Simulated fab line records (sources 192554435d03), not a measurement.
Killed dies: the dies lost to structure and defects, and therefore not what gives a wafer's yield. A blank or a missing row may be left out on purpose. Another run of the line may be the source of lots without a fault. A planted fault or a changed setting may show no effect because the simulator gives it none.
fab line records | flow n5_finfet | part 2 of 2: steps 41 to 41 of 41
[record] lots = 5 | wafers = 15 | last_day = 17
route steps=1938 shown BEOL_M4@1099 BEOL_M5@1112 BEOL_M11@1556 PASSIVATION@1936
lots that met no fault: from a run of the same line without faults
start_h: start of the lot's first displayed wafer, in hours after the record's first day | wait_h: hours since the lot's step before | " repeats the value in the row above | L1.1+2: a single row standing in for several wafers | - no value, or no start given | * or withheld: withheld | < > ~ a bound
route shown NAME@n: names a module that has steps shown in the file, with the first one's number in the route | usual: mean/standard deviation taken from wafers without a fault | same: alike in all rows | chamber/n: place in a boat | sites: the reading at each site | _std_site: standard deviation across them | _edge_site: outer sites' mean less inner sites' | radius_mm: for every site, how far away it sits from the centre of the wafer | mask NAME#n: copy n | behind: the last tool/chamber to shape the wafer | hold: why the lot went on hold/how many hours it stayed there/how the hold came to an end | device: which transistor (n, p or np) failed to switch | end of line: the tests these same wafers got at the end of their route | a step with no rows: only its recipe | killed: not the wafer's yield, but the dies lost to structure and defects at the first sort | map: per-die view of a wafer (x killed, . not killed, _ where there is no die)
set.NAME: the run value of the setting; set.NAME@STEP: its run value at that earlier step | model.NAME: the simulator's own value behind a step, which no gauge read
certain route steps with their lots: each step a table, each wafer a row
services: a tool's chamber out of use, with start hour (start_h, from the record's first day; less than 0 if before it), hours out, and reason
[[steps]]
[step N5_PASSIVATION_PROBE_49]
[usual] defect_limited_yield = 91.0/1.4 | killed_at_M0_to_M3 = 35/10 | killed_at_M4_up = 14/5.5 | killed_at_contacts = 13/5.6 | killed_at_front_end = 41/11 | killed_at_other = 4/3.4 | killed_dies = 106/16 | killed_on_rim = 13/4 | killed_open = 68/12 | killed_short = 35/7.3 | sort_bin_4_leakage = 0.3/2.1 | sort_bin_5_function = 5.3/0.89 | sort_bin_6_memory = 3.4/0.67 | sort_n_pass = 1070/28 | sort_yield_pct = 90.7/2.4
[same] gross_dies = 1180 | killed_at_back_side = 0 | sort_bin_8_speed[%] = 0
lot.wafer | tool      | chamber | start_h | wait_h | defect_limited_yield[%] | killed_at_M0_to_M3 | killed_at_M4_up | killed_at_contacts | killed_at_front_end | killed_at_other | killed_dies | killed_on_rim | killed_open | killed_short | sort_bin_4_leakage[%] | sort_bin_5_function[%] | sort_bin_6_memory[%] | sort_n_pass | sort_yield_pct[%]
L772.1    | prober-01 | -       | 319.04  | 0.0    | 88.1                    | 44                 | 16              | 11                 | 69                  | 1               | 141         | 18            | 84          | 55           | 0                     | 7.6                    | 4.1                  | 1039        | 88.1
L772.2    | prober-01 | -       | 319.09  | 0.1    | 90.3                    | 37                 | 13              | 13                 | 50                  | 1               | 114         | 15            | 70          | 42           | 1.9                   | 5.9                    | 3.1                  | 1044        | 88.5
L772.4    | prober-01 | -       | 319.19  | 0.2    | 90.6                    | 36                 | 20              | 12                 | 36                  | 7               | 111         | 15            | 71          | 39           | 2.6                   | 4.7                    | 4.2                  | 1038        | 88.0
L776.1    | prober-02 | -       | 372.00  | 0.0    | 0                       | 27                 | 1101            | 11                 | 36                  | 5               | 1180        | 152           | 73          | 32           | 0                     | 96.7                   | 3.1                  | 0           | 0
L776.3    | prober-02 | -       | 372.10  | 0.1    | 0                       | 15                 | 1126            | 12                 | 24                  | 3               | 1180        | 152           | 62          | 25           | 0                     | 97.1                   | 2.8                  | 0           | 0
L776.6    | prober-02 | -       | 372.25  | 0.3    | 0                       | 44                 | 1092            | 17                 | 25                  | 2               | 1180        | 152           | 68          | 41           | 0                     | 96.4                   | 3.2                  | 0           | 0
L778.2    | prober-02 | -       | 376.53  | 0.1    | 0                       | 12                 | 1132            | 5                  | 31                  | 0               | 1180        | 152           | 35          | 22           | 0                     | 98.1                   | 1.9                  | 0           | 0
L778.5    | prober-02 | -       | 376.68  | 0.2    | 0                       | 30                 | 1104            | 8                  | 36                  | 2               | 1180        | 152           | 59          | 31           | 0                     | 96.7                   | 3.1                  | 0           | 0
L778.6    | prober-02 | -       | 376.73  | 0.3    | 0                       | 25                 | 1112            | 10                 | 28                  | 5               | 1180        | 152           | 43          | 26           | 0                     | 97.5                   | 2.3                  | 0           | 0
L779.3    | prober-02 | -       | 379.48  | 0.1    | 0                       | 28                 | 1095            | 12                 | 44                  | 1               | 1180        | 152           | 58          | 41           | 0                     | 96.3                   | 3.4                  | 0           | 0
L779.4    | prober-02 | -       | 379.53  | 0.2    | 0                       | 24                 | 1091            | 12                 | 44                  | 9               | 1180        | 152           | 58          | 43           | 0                     | 96.4                   | 3.3                  | 0           | 0
L779.6    | prober-02 | -       | 379.63  | 0.3    | 0                       | 33                 | 1107            | 4                  | 32                  | 4               | 1180        | 152           | 54          | 33           | 0                     | 97.3                   | 2.5                  | 0           | 0
L786.1    | prober-02 | -       | 411.44  | 0.0    | 91.9                    | 28                 | 20              | 11                 | 34                  | 3               | 96          | 8             | 62          | 31           | 0                     | 4.7                    | 3.0                  | 1084        | 91.9
L786.2    | prober-02 | -       | 411.49  | 0.1    | 89.5                    | 43                 | 15              | 17                 | 47                  | 2               | 124         | 16            | 87          | 33           | 1.6                   | 6.4                    | 3.9                  | 1037        | 87.9
L786.6    | prober-02 | -       | 411.69  | 0.3    | 89.3                    | 38                 | 25              | 17                 | 45                  | 1               | 126         | 18            | 83          | 35           | 0                     | 5.9                    | 4.2                  | 1054        | 89.3
// killed by level:class
L772.1 FIN_SAQP:geometric_particle:open=18 BEOL_M0_SAQP:geometric_particle:open=17 FIN_SAQP:geometric_particle:short=16 BEOL_M0_SAQP:geometric_particle:short=15 DUMMY_GATE:geometric_particle:open=10 MOL_CONTACT_COAG:geometric_particle:open=9 GATE_CUT:geometric_particle:short=8 BEOL_M2:geometric_particle:open=8
L772.2 FIN_SAQP:geometric_particle:short=13 MOL_CONTACT_COAG:geometric_particle:open=13 BEOL_M0_SAQP:geometric_particle:short=13 FIN_SAQP:geometric_particle:open=10 BEOL_M0_SAQP:geometric_particle:open=9 GATE_CUT:geometric_particle:short=7 DUMMY_GATE:geometric_particle:open=5 GATE_CUT:geometric_particle:open=5
L772.4 BEOL_M0_SAQP:geometric_particle:short=15 MOL_CONTACT_COAG:geometric_particle:open=12 BEOL_M4:geometric_particle:open=12 FIN_SAQP:geometric_particle:open=8 GATE_CUT:geometric_particle:short=7 BEOL_M0_SAQP:geometric_particle:open=7 GATE_CUT:geometric_particle:open=5 DUMMY_GATE:geometric_particle:open=4
L776.1 BEOL_M11:area_etch=1069 BEOL_M4:geometric_particle:open=13 FIN_SAQP:geometric_particle:short=8 DUMMY_GATE:geometric_particle:open=8 MOL_CONTACT_COAG:geometric_particle:open=7 BEOL_M0_SAQP:geometric_particle:open=6 STI_FIN_REVEAL:geometric_particle:open=5 ILD0:geometric_particle:short=5
L776.3 BEOL_M11:area_etch=1092 BEOL_M4:geometric_particle:open=12 MOL_CONTACT_COAG:geometric_particle:open=10 DUMMY_GATE:geometric_particle:open=6 BEOL_M7:geometric_particle:open=6 BEOL_M8:geometric_particle:open=5 BEOL_M0_SAQP:geometric_particle:open=5 FIN_SAQP:geometric_particle:open=3
L776.6 BEOL_M11:area_etch=1068 BEOL_M4:geometric_particle:open=14 MOL_CONTACT_COAG:geometric_particle:open=12 BEOL_M0_SAQP:geometric_particle:short=12 BEOL_M1:geometric_particle:open=9 STI_FIN_REVEAL:geometric_particle:open=7 GATE_CUT:geometric_particle:short=6 MOL_CONTACT_COAG:geometric_particle:short=5
L778.2 BEOL_M11:area_etch=1122 STI_FIN_REVEAL:geometric_particle:open=8 FIN_SAQP:geometric_particle:short=7 BEOL_M0_SAQP:geometric_particle:open=6 MOL_CONTACT_COAG:geometric_particle:open=4 STI_FIN_REVEAL:geometric_particle:short=4 DUMMY_GATE:geometric_particle:open=3 BEOL_M5:geometric_particle:open=3
L778.5 BEOL_M11:area_etch=1089 FIN_SAQP:geometric_particle:short=12 BEOL_M0_SAQP:geometric_particle:open=9 FIN_SAQP:geometric_particle:open=7 MOL_CONTACT_COAG:geometric_particle:open=7 BEOL_M0_SAQP:geometric_particle:short=7 BEOL_M7:geometric_particle:open=5 DUMMY_GATE:geometric_particle:open=4
L778.6 BEOL_M11:area_etch=1108 STI_FIN_REVEAL:geometric_particle:open=7 MOL_CONTACT_COAG:geometric_particle:open=7 FIN_SAQP:geometric_particle:short=5 BEOL_M3:geometric_particle:open=5 BEOL_M2:geometric_particle:open=5 BEOL_M0_SAQP:geometric_particle:short=4 FIN_SAQP:geometric_particle:open=3
L779.3 BEOL_M11:area_etch=1081 FIN_SAQP:geometric_particle:short=17 MOL_CONTACT_COAG:geometric_particle:open=10 BEOL_M1:geometric_particle:open=9 BEOL_M2:geometric_particle:open=8 BEOL_M4:geometric_particle:open=7 GATE_CUT:geometric_particle:short=6 STI_FIN_REVEAL:geometric_particle:short=5
L779.4 BEOL_M11:area_etch=1079 FIN_SAQP:geometric_particle:short=11 FIN_SAQP:geometric_particle:open=9 MOL_CONTACT_COAG:geometric_particle:open=9 GATE_CUT:geometric_particle:short=6 BEOL_M0:geometric_particle:open=6 BEOL_M0:geometric_particle:short=6 BEOL_M4:geometric_particle:open=6
L779.6 BEOL_M11:area_etch=1092 BEOL_M4:geometric_particle:open=9 BEOL_M0:geometric_particle:open=8 GATE_CUT:geometric_particle:short=7 FIN_SAQP:geometric_particle:short=6 FIN_SAQP:geometric_particle:open=6 BEOL_M0:geometric_particle:short=5 BEOL_M1:geometric_particle:open=5
L786.1 BEOL_M3:geometric_particle:open=15 BEOL_M4:geometric_particle:open=13 STI_FIN_REVEAL:geometric_particle:open=10 MOL_CONTACT_COAG:geometric_particle:open=7 FIN_SAQP:geometric_particle:short=4 GATE_CUT:geometric_particle:short=4 MOL_CONTACT_COAG:geometric_particle:short=4 FIN_SAQP:geometric_particle:open=3
L786.2 BEOL_M2:geometric_particle:open=15 MOL_CONTACT_COAG:geometric_particle:open=13 BEOL_M3:geometric_particle:open=13 FIN_SAQP:geometric_particle:short=10 FIN_SAQP:geometric_particle:open=8 GATE_CUT:geometric_particle:short=8 BEOL_M1:geometric_particle:open=6 STARTING-WAFER:geometric_particle:open=6
L786.6 MOL_CONTACT_COAG:geometric_particle:open=13 STI_FIN_REVEAL:geometric_particle:open=12 BEOL_M4:geometric_particle:open=11 BEOL_M3:geometric_particle:open=10 FIN_SAQP:geometric_particle:open=9 FIN_SAQP:geometric_particle:short=7 BEOL_M0_SAQP:geometric_particle:short=7 BEOL_M0_SAQP:geometric_particle:open=6
// map L776.1 (x killed, . not)
_________________xxxxxxxxxxxx________________
______________xxxxxxxxxxxxxxxxxx_____________
___________xxxxxxxxxxxxxxxxxxxxxxxx__________
__________xxxxxxxxxxxxxxxxxxxxxxxxxx_________
________xxxxxxxxxxxxxxxxxxxxxxxxxxxxxx_______
_______xxxxxxxxxxxxxxxxxxxxxxxxxxxxxxxx______
______xxxxxxxxxxxxxxxxxxxxxxxxxxxxxxxxxx_____
_____xxxxxxxxxxxxxxxxxxxxxxxxxxxxxxxxxxxx____
____xxxxxxxxxxxxxxxxxxxxxxxxxxxxxxxxxxxxxx___
___xxxxxxxxxxxxxxxxxxxxxxxxxxxxxxxxxxxxxxxx__
___xxxxxxxxxxxxxxxxxxxxxxxxxxxxxxxxxxxxxxxx__
__xxxxxxxxxxxxxxxxxxxxxxxxxxxxxxxxxxxxxxxxxx_
__xxxxxxxxxxxxxxxxxxxxxxxxxxxxxxxxxxxxxxxxxx_
_xxxxxxxxxxxxxxxxxxxxxxxxxxxxxxxxxxxxxxxxxxxx
_xxxxxxxxxxxxxxxxxxxxxxxxxxxxxxxxxxxxxxxxxxxx
_xxxxxxxxxxxxxxxxxxxxxxxxxxxxxxxxxxxxxxxxxxxx
_xxxxxxxxxxxxxxxxxxxxxxxxxxxxxxxxxxxxxxxxxxxx
_xxxxxxxxxxxxxxxxxxxxxxxxxxxxxxxxxxxxxxxxxxxx
_xxxxxxxxxxxxxxxxxxxxxxxxxxxxxxxxxxxxxxxxxxxx
_xxxxxxxxxxxxxxxxxxxxxxxxxxxxxxxxxxxxxxxxxxxx
_xxxxxxxxxxxxxxxxxxxxxxxxxxxxxxxxxxxxxxxxxxxx
__xxxxxxxxxxxxxxxxxxxxxxxxxxxxxxxxxxxxxxxxxx_
__xxxxxxxxxxxxxxxxxxxxxxxxxxxxxxxxxxxxxxxxxx_
___xxxxxxxxxxxxxxxxxxxxxxxxxxxxxxxxxxxxxxxx__
___xxxxxxxxxxxxxxxxxxxxxxxxxxxxxxxxxxxxxxxx__
____xxxxxxxxxxxxxxxxxxxxxxxxxxxxxxxxxxxxxx___
_____xxxxxxxxxxxxxxxxxxxxxxxxxxxxxxxxxxxx____
______xxxxxxxxxxxxxxxxxxxxxxxxxxxxxxxxxx_____
_______xxxxxxxxxxxxxxxxxxxxxxxxxxxxxxxx______
________xxxxxxxxxxxxxxxxxxxxxxxxxxxxxx_______
__________xxxxxxxxxxxxxxxxxxxxxxxxxx_________
___________xxxxxxxxxxxxxxxxxxxxxxxx__________
______________xxxxxxxxxxxxxxxxxx_____________
_________________xxxxxxxxxxxx________________
// map L778.2 (x killed, . not)
_________________xxxxxxxxxxxx________________
______________xxxxxxxxxxxxxxxxxx_____________
___________xxxxxxxxxxxxxxxxxxxxxxxx__________
__________xxxxxxxxxxxxxxxxxxxxxxxxxx_________
________xxxxxxxxxxxxxxxxxxxxxxxxxxxxxx_______
_______xxxxxxxxxxxxxxxxxxxxxxxxxxxxxxxx______
______xxxxxxxxxxxxxxxxxxxxxxxxxxxxxxxxxx_____
_____xxxxxxxxxxxxxxxxxxxxxxxxxxxxxxxxxxxx____
____xxxxxxxxxxxxxxxxxxxxxxxxxxxxxxxxxxxxxx___
___xxxxxxxxxxxxxxxxxxxxxxxxxxxxxxxxxxxxxxxx__
___xxxxxxxxxxxxxxxxxxxxxxxxxxxxxxxxxxxxxxxx__
__xxxxxxxxxxxxxxxxxxxxxxxxxxxxxxxxxxxxxxxxxx_
__xxxxxxxxxxxxxxxxxxxxxxxxxxxxxxxxxxxxxxxxxx_
_xxxxxxxxxxxxxxxxxxxxxxxxxxxxxxxxxxxxxxxxxxxx
_xxxxxxxxxxxxxxxxxxxxxxxxxxxxxxxxxxxxxxxxxxxx
_xxxxxxxxxxxxxxxxxxxxxxxxxxxxxxxxxxxxxxxxxxxx
_xxxxxxxxxxxxxxxxxxxxxxxxxxxxxxxxxxxxxxxxxxxx
_xxxxxxxxxxxxxxxxxxxxxxxxxxxxxxxxxxxxxxxxxxxx
_xxxxxxxxxxxxxxxxxxxxxxxxxxxxxxxxxxxxxxxxxxxx
_xxxxxxxxxxxxxxxxxxxxxxxxxxxxxxxxxxxxxxxxxxxx
_xxxxxxxxxxxxxxxxxxxxxxxxxxxxxxxxxxxxxxxxxxxx
__xxxxxxxxxxxxxxxxxxxxxxxxxxxxxxxxxxxxxxxxxx_
__xxxxxxxxxxxxxxxxxxxxxxxxxxxxxxxxxxxxxxxxxx_
___xxxxxxxxxxxxxxxxxxxxxxxxxxxxxxxxxxxxxxxx__
___xxxxxxxxxxxxxxxxxxxxxxxxxxxxxxxxxxxxxxxx__
____xxxxxxxxxxxxxxxxxxxxxxxxxxxxxxxxxxxxxx___
_____xxxxxxxxxxxxxxxxxxxxxxxxxxxxxxxxxxxx____
______xxxxxxxxxxxxxxxxxxxxxxxxxxxxxxxxxx_____
_______xxxxxxxxxxxxxxxxxxxxxxxxxxxxxxxx______
________xxxxxxxxxxxxxxxxxxxxxxxxxxxxxx_______
__________xxxxxxxxxxxxxxxxxxxxxxxxxx_________
___________xxxxxxxxxxxxxxxxxxxxxxxx__________
______________xxxxxxxxxxxxxxxxxx_____________
_________________xxxxxxxxxxxx________________
[[services]]
tool        | chamber | start_h | hours | kind
rie_diel-04 | 1       | 249.86  | -     | clean
rie_diel-04 | 1       | 249.86  | -     | consumable_replace:focus_ring
rie_diel-04 | 1       | 249.86  | 12.2  | scheduled_down
rie_diel-04 | 1       | 249.86  | 12.2  | vent_cycle
rie_diel-06 | 2       | 299.45  | 8.1   | repair
rie_diel-06 | 0       | 337.05  | 4.8   | repair
rie_diel-02 | 1       | 338.56  | -     | clean
rie_diel-02 | 1       | 338.56  | -     | consumable_replace:focus_ring
rie_diel-02 | 1       | 338.56  | 16.8  | scheduled_down
rie_diel-02 | 1       | 338.56  | 16.8  | vent_cycle
rie_diel-04 | 3       | 361.23  | -     | clean
rie_diel-04 | 3       | 361.23  | -     | consumable_replace:focus_ring
rie_diel-04 | 3       | 361.23  | 19.9  | scheduled_down
rie_diel-04 | 3       | 361.23  | 19.9  | vent_cycle
[[key]]
[first_sign] step = N5_BEOL_M11_STRIP_67 | reading = tool_record | direction = missing
[effect] step = N5_BEOL_M11_ETCH_66 | reading = oes_product_au | direction = up | sigmas = 2.8 | usual = 0.64 | struck = 0.82 | wafers_moved = 8
[effect] step = N5_BEOL_M11_VIA_ETCH_34 | reading = oes_product_au | direction = down | sigmas = 5.8 | usual = 0.79 | struck = 0.31
[effect] step = N5_BEOL_M11_OCD_MEAS_38 | reading = trench_depth_nm | direction = missing
[effect] step = N5_PASSIVATION_PROBE_49 | reading = killed_at_M4_up | direction = up | sigmas = 99+ | usual = 14 | struck = 1107
[model_effect] step = N5_BEOL_M11_STRIP_67 | value = SiARC_of_BEOL_M11_COAT_60.thk_nm | without = 0 | struck = 23.38
[model_effect] step = N5_BEOL_M11_STRIP_19 | value = SOC_of_BEOL_M11_COAT_59.thk_nm | without = 0 | struck = 92.07
[model_effect] step = N5_BEOL_M11_ETCH_66 | value = etch.depth_nm | without = 99.89 | struck = 147.1
[model_effect] step = N5_BEOL_M11_ETCH_41 | value = SiARC_of_BEOL_M11_COAT_60.thk_nm | without = 0 | struck = 10.84
[more_kills_born_at] N5_BEOL_M11_ETCH_66@rie_diel-02 = 6548 | N5_BEOL_M11_ETCH_66@rie_diel-06 = 3252
met_at N5_BEOL_M11_STRIP_67
struck_wafers L776.1,L776.3,L776.6,L778.2,L778.5,L778.6,L779.3,L779.4,L779.6
later_rows_left_out L776.1,L776.3,L776.6,L778.2,L778.5,L778.6,L779.3,L779.4,L779.6
onset_between 272.59 317.96
[fault] kind = skipped_step_whole | tool = rie_diel-02,rie_diel-04,rie_diel-06 | chamber = - | onset_h = 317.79 | steps = N5_BEOL_M11_STRIP_67 | scope = struck_lots_only
// later_rows_left_out: the simulator's readings of these wafers behind a module that went badly wrong aren't trusted and aren't shown, but for the sort
